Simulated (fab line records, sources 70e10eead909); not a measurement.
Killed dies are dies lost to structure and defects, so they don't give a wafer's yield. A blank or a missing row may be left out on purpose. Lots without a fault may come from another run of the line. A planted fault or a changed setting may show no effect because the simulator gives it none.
Chamber matching | flow nand_harc | NHARC_A_STAIRCASE_DESCUM_11 on rie_diel-07: 4 sister chambers
The step chemistry O2, time 3 s. 8 wafers are shown with their chamber, then 8 later ones without.

WAFERS WITH THEIR CHAMBER
wafer  | chamber | showerhead_plenum_p_Torr (Torr) | oes_product_au (a.u.)
L079.3 | 1       | 1.88                            | 1.001
L079.5 | 1       | 1.88                            | 0.991
L080.5 | 0       | 1.99                            | 0.998
L081.6 | 2       | 1.90                            | 1.003
L088.2 | 0       | 1.98                            | 0.988
L088.5 | 2       | 1.89                            | 0.993
L088.6 | 3       | 1.94                            | 1.002
L093.4 | 3       | 1.94                            | 1.002

WAFERS WITHOUT THEIR CHAMBER
wafer  | showerhead_plenum_p_Torr (Torr) | oes_product_au (a.u.)
L093.5 | 1.89                            | 0.997
L093.6 | 1.87                            | 0.999
L092.4 | 1.98                            | 0.996
L092.5 | 1.89                            | 1.009
L092.6 | 1.87                            | 0.992
L094.1 | 1.87                            | 1.000
L094.3 | 1.98                            | 1.005
L094.4 | 1.89                            | 1.008

WHICH CHAMBER EACH WENT THROUGH
wafer  | from the rows above     | in truth
L093.5 | can't be placed: 2 or 1 | 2
L093.6 | 1                       | 1
L092.4 | 0                       | 0
L092.5 | can't be placed: 2 or 1 | 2
L092.6 | 1                       | 1
L094.1 | 1                       | 1
L094.3 | 0                       | 0
L094.4 | can't be placed: 2 or 1 | 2
Placed correctly: 5 of 8. Can't be placed from these rows: 3 (the true chamber is among the candidates in 3). Placed wrongly: 0.
How it was worked out, from the rows above alone: a wafer's distance from a chamber is the root of the sum, over the readings, of the square of ((its reading less the chamber's mean) divided by the reading's scatter). The wafer belongs to the nearest chamber; if the next one is less than 2 further off, it can't be placed. A chamber's mean is the mean of its shown wafers. The scatter: the root of (the sum of the squares of (reading less its chamber's mean) over the shown wafers, divided by (wafers less chambers)).
